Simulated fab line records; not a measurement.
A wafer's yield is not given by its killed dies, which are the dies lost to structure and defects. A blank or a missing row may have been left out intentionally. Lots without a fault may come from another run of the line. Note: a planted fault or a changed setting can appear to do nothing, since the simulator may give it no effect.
Matching of chambers + flow n5Finfet + 3 sister chambers for N5_BEOL_M0_SAQP_PECVD_96 on pecvd-01
The step deposits a-Si from SiH4/He, target thk 45 nm, time 45.2 s. 6 wafers are shown with their chamber, then 7 later ones without.

## WAFERS, EACH WITH ITS CHAMBER
| wafer  | chamber | throttleValvePct (%) | showerheadPlenumPTorr (Torr) |
|--------|---------|----------------------|------------------------------|
| L077.3 | 2       | 16.8                 | 5.629                        |
| L079.1 | 1       | 18.8                 | 5.609                        |
| L082.4 | 2       | 17.1                 | 5.636                        |
| L082.6 | 0       | 18.6                 | 5.693                        |
| L089.1 | 0       | 18.3                 | 5.702                        |
| L089.2 | 1       | 18.8                 | 5.601                        |

## WAFERS MISSING THEIR CHAMBER
| wafer  | throttleValvePct (%) | showerheadPlenumPTorr (Torr) |
|--------|----------------------|------------------------------|
| L089.6 | 17.1                 | 5.638                        |
| L095.3 | 17.2                 | 5.639                        |
| L095.5 | 17.2                 | 5.636                        |
| L095.6 | 18.8                 | 5.626                        |
| L096.3 | 17.1                 | 5.628                        |
| L096.4 | 17.2                 | 5.640                        |
| L096.5 | 18.7                 | 5.598                        |

## THE CHAMBER EACH PASSED THROUGH
| wafer  | from the rows above | in truth |
|--------|---------------------|----------|
| L089.6 | 2                   | 2        |
| L095.3 | 2                   | 2        |
| L095.5 | 2                   | 2        |
| L095.6 | 1                   | 1        |
| L096.3 | 2                   | 2        |
| L096.4 | 2                   | 2        |
| L096.5 | 1                   | 1        |
7 of 7 placed correctly. Number that these rows cannot place: 0. Number placed wrongly: 0.
How it was worked out, from the rows above alone: a wafer's distance from a chamber is the root of the sum, over the readings, of the square of ((its reading less the chamber's mean) divided by the reading's scatter). The wafer belongs to the nearest chamber; if the next one is less than 2 further off, it can't be placed. Each chamber's mean is taken over the wafers shown for it. The scatter is the square root of a quotient: the sum, over the shown wafers, of each reading's squared deviation from its chamber's mean, divided by wafers minus chambers.
